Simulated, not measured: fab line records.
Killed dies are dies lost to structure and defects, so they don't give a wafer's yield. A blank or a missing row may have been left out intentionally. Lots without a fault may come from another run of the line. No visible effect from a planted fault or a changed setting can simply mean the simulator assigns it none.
A sampling plan put to the test :: flow nand_harc :: each of the 24 faults these records tell of, on one fab line, judged from the records of the lots it struck
The plan is the line's own looks: the steps of the route at which a gauge or an inspection reads the wafer and doesn't change it. A look is open to judgement when struck wafers have a number at it and the file gives its usual mean and standard deviation on fault-free wafers. Caught: the struck wafers' mean, at a look after the fault's first step, is 4 or more of those standard deviations (sigma) away from the usual mean. On the tool: the fault's steps, tested the same way using the tool's own readings. Also counted as caught: the struck wafers showing another recipe, or a record that is empty for them alone.

THE FAULTS, as the simulator had put them in
1. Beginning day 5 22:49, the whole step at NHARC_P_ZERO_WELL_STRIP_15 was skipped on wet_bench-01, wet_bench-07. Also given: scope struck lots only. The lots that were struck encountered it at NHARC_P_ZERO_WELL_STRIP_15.
2. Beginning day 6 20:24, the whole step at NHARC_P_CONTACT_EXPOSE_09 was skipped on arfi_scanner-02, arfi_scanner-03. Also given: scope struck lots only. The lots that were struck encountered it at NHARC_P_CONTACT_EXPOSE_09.
3. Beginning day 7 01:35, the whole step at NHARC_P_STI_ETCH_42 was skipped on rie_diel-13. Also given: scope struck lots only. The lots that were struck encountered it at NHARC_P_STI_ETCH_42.
4. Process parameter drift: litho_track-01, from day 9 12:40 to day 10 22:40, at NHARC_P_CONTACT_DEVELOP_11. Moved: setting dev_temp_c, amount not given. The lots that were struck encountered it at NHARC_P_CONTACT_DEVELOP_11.
5. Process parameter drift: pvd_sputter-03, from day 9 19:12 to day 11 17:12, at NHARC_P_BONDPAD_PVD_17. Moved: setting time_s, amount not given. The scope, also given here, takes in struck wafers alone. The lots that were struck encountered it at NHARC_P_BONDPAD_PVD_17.
6. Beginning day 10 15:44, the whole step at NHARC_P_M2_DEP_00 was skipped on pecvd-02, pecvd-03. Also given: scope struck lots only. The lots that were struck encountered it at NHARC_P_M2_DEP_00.
7. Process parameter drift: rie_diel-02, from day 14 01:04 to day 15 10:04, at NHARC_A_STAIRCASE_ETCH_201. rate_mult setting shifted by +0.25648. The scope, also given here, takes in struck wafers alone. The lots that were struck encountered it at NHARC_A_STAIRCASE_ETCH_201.
8. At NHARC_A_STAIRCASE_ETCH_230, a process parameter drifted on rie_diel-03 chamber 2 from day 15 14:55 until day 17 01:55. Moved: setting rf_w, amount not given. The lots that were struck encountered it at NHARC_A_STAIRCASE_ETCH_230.
9. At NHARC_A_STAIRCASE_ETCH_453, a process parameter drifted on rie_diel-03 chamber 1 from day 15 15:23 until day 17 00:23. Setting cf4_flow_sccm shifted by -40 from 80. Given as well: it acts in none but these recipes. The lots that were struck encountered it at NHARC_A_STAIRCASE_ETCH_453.
10. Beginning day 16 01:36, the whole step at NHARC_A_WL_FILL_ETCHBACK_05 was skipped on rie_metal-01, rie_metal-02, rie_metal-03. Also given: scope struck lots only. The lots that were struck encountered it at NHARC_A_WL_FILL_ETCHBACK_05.
11. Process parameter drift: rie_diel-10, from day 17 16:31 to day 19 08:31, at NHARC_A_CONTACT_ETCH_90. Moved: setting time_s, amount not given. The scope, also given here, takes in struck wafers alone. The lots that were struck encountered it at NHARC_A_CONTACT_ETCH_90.
12. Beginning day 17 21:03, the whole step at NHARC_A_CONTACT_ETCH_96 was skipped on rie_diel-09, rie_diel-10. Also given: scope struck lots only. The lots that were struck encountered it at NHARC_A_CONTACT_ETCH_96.
13. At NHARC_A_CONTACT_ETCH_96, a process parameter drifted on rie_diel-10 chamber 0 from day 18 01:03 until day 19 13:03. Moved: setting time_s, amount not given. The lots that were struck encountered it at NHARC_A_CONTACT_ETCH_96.
14. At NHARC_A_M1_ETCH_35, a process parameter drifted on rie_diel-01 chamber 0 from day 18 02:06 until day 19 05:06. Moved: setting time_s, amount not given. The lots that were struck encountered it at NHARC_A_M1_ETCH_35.
15. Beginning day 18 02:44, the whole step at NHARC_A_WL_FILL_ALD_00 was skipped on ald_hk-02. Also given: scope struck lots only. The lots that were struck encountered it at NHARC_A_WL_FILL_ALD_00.
16. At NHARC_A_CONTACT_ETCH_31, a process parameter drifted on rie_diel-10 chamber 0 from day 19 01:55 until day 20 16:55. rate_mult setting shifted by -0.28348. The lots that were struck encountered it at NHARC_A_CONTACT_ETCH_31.
17. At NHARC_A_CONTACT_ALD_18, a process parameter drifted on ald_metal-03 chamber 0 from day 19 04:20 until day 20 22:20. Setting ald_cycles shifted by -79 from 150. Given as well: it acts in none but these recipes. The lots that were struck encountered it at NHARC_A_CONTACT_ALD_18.
18. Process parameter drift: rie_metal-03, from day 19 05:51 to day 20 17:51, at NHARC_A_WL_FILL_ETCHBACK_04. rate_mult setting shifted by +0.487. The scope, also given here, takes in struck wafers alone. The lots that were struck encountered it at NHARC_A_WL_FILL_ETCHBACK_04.
19. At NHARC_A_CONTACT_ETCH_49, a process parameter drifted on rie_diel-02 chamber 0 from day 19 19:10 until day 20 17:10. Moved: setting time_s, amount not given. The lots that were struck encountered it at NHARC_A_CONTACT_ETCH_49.
20. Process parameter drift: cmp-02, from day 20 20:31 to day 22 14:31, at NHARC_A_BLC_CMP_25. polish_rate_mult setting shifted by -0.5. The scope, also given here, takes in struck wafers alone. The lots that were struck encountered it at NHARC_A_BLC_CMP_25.
21. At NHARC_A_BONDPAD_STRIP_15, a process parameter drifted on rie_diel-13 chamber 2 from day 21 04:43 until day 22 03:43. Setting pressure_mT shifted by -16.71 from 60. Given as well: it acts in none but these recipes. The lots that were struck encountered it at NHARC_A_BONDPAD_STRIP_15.
22. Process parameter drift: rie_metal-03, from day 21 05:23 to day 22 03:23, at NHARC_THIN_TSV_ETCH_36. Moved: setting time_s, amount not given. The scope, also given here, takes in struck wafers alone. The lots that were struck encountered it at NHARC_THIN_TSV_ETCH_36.
23. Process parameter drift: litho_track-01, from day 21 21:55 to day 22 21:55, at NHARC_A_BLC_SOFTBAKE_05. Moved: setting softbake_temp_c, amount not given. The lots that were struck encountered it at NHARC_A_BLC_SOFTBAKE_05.
24. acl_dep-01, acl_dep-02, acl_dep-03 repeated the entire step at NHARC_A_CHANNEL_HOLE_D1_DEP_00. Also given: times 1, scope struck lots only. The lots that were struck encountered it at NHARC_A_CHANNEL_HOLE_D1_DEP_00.

WHAT THE PLAN SAW
fault: 1
on the tool itself: the tool's record is blank for the struck wafers
first look that catches it: none of the 2 looks that can be judged after it
reading, sigma: -
median hours from its first step to that look: -
hours from the fault's start to the first struck lot there: -
judged looks passed uncaught: 2

fault: 2
on the tool itself: no reading that can be judged
first look that catches it: no look after it can be judged
reading, sigma: -
median hours from its first step to that look: -
hours from the fault's start to the first struck lot there: -
judged looks passed uncaught: 0

fault: 3
on the tool itself: the tool's record is blank for the struck wafers
first look that catches it: no look after it can be judged
reading, sigma: -
median hours from its first step to that look: -
hours from the fault's start to the first struck lot there: -
judged looks passed uncaught: 0

fault: 4
on the tool itself: developer_temp_C +8.8 sigma
first look that catches it: not the one look that can be judged after it
reading, sigma: -
median hours from its first step to that look: -
hours from the fault's start to the first struck lot there: -
judged looks passed uncaught: 1

fault: 5
on the tool itself: under 2 sigma
first look that catches it: not the one look that can be judged after it
reading, sigma: -
median hours from its first step to that look: -
hours from the fault's start to the first struck lot there: -
judged looks passed uncaught: 1

fault: 6
on the tool itself: the tool's record is blank for the struck wafers
first look that catches it: no look after it can be judged
reading, sigma: -
median hours from its first step to that look: -
hours from the fault's start to the first struck lot there: -
judged looks passed uncaught: 0

fault: 7
on the tool itself: oes_product_au +12 sigma
first look that catches it: no look after it can be judged
reading, sigma: -
median hours from its first step to that look: -
hours from the fault's start to the first struck lot there: -
judged looks passed uncaught: 0

fault: 8
on the tool itself: rf_fwd_power_W +80 sigma
first look that catches it: no look after it can be judged
reading, sigma: -
median hours from its first step to that look: -
hours from the fault's start to the first struck lot there: -
judged looks passed uncaught: 0

fault: 9
on the tool itself: throttle_valve_pct -99 or beyond sigma
first look that catches it: no look after it can be judged
reading, sigma: -
median hours from its first step to that look: -
hours from the fault's start to the first struck lot there: -
judged looks passed uncaught: 0

fault: 10
on the tool itself: the tool's record is blank for the struck wafers
first look that catches it: no look after it can be judged
reading, sigma: -
median hours from its first step to that look: -
hours from the fault's start to the first struck lot there: -
judged looks passed uncaught: 0

fault: 11
on the tool itself: run_length_s -72 sigma
first look that catches it: no look after it can be judged
reading, sigma: -
median hours from its first step to that look: -
hours from the fault's start to the first struck lot there: -
judged looks passed uncaught: 0

fault: 12
on the tool itself: the tool's record is blank for the struck wafers
first look that catches it: no look after it can be judged
reading, sigma: -
median hours from its first step to that look: -
hours from the fault's start to the first struck lot there: -
judged looks passed uncaught: 0

fault: 13
on the tool itself: run_length_s -8.7 sigma
first look that catches it: no look after it can be judged
reading, sigma: -
median hours from its first step to that look: -
hours from the fault's start to the first struck lot there: -
judged looks passed uncaught: 0

fault: 14
on the tool itself: run_length_s -29 sigma
first look that catches it: not the one look that can be judged after it
reading, sigma: -
median hours from its first step to that look: -
hours from the fault's start to the first struck lot there: -
judged looks passed uncaught: 1

fault: 15
on the tool itself: the tool's record is blank for the struck wafers
first look that catches it: no look after it can be judged
reading, sigma: -
median hours from its first step to that look: -
hours from the fault's start to the first struck lot there: -
judged looks passed uncaught: 0

fault: 16
on the tool itself: oes_product_au -18 sigma
first look that catches it: no look after it can be judged
reading, sigma: -
median hours from its first step to that look: -
hours from the fault's start to the first struck lot there: -
judged looks passed uncaught: 0

fault: 17
on the tool itself: under 2 sigma
first look that catches it: no look after it can be judged
reading, sigma: -
median hours from its first step to that look: -
hours from the fault's start to the first struck lot there: -
judged looks passed uncaught: 0

fault: 18
on the tool itself: oes_product_au +34 sigma
first look that catches it: no look after it can be judged
reading, sigma: -
median hours from its first step to that look: -
hours from the fault's start to the first struck lot there: -
judged looks passed uncaught: 0

fault: 19
on the tool itself: run_length_s -99 or beyond sigma
first look that catches it: no look after it can be judged
reading, sigma: -
median hours from its first step to that look: -
hours from the fault's start to the first struck lot there: -
judged looks passed uncaught: 0

fault: 20
on the tool itself: overpolish_run_s -99 or beyond sigma
first look that catches it: no look after it can be judged
reading, sigma: -
median hours from its first step to that look: -
hours from the fault's start to the first struck lot there: -
judged looks passed uncaught: 0

fault: 21
on the tool itself: chamber_pressure_mTorr -99 or beyond sigma
first look that catches it: not the one look that can be judged after it
reading, sigma: -
median hours from its first step to that look: -
hours from the fault's start to the first struck lot there: -
judged looks passed uncaught: 1

fault: 22
on the tool itself: run_length_s -9.3 sigma
first look that catches it: no look after it can be judged
reading, sigma: -
median hours from its first step to that look: -
hours from the fault's start to the first struck lot there: -
judged looks passed uncaught: 0

fault: 23
on the tool itself: heater_power_total_W -25 sigma
first look that catches it: not the one look that can be judged after it
reading, sigma: -
median hours from its first step to that look: -
hours from the fault's start to the first struck lot there: -
judged looks passed uncaught: 1

fault: 24
on the tool itself: under 2 sigma
first look that catches it: not the one look that can be judged after it
reading, sigma: -
median hours from its first step to that look: -
hours from the fault's start to the first struck lot there: -
judged looks passed uncaught: 1
A dash: the fault is not caught, or the number is missing from these records.

Caught at a look: 0 of 24. Caught on the tool: 20 of 24. By one or the other: 20 of 24.
Caught on the tool alone: faults 1, 3, 4, 6, 7, 8, 9, 10, 11, 12, 13, 14, 15, 16, 18, 19, 20, 21, 22, 23.
Caught by neither: faults 2, 5, 17, 24.
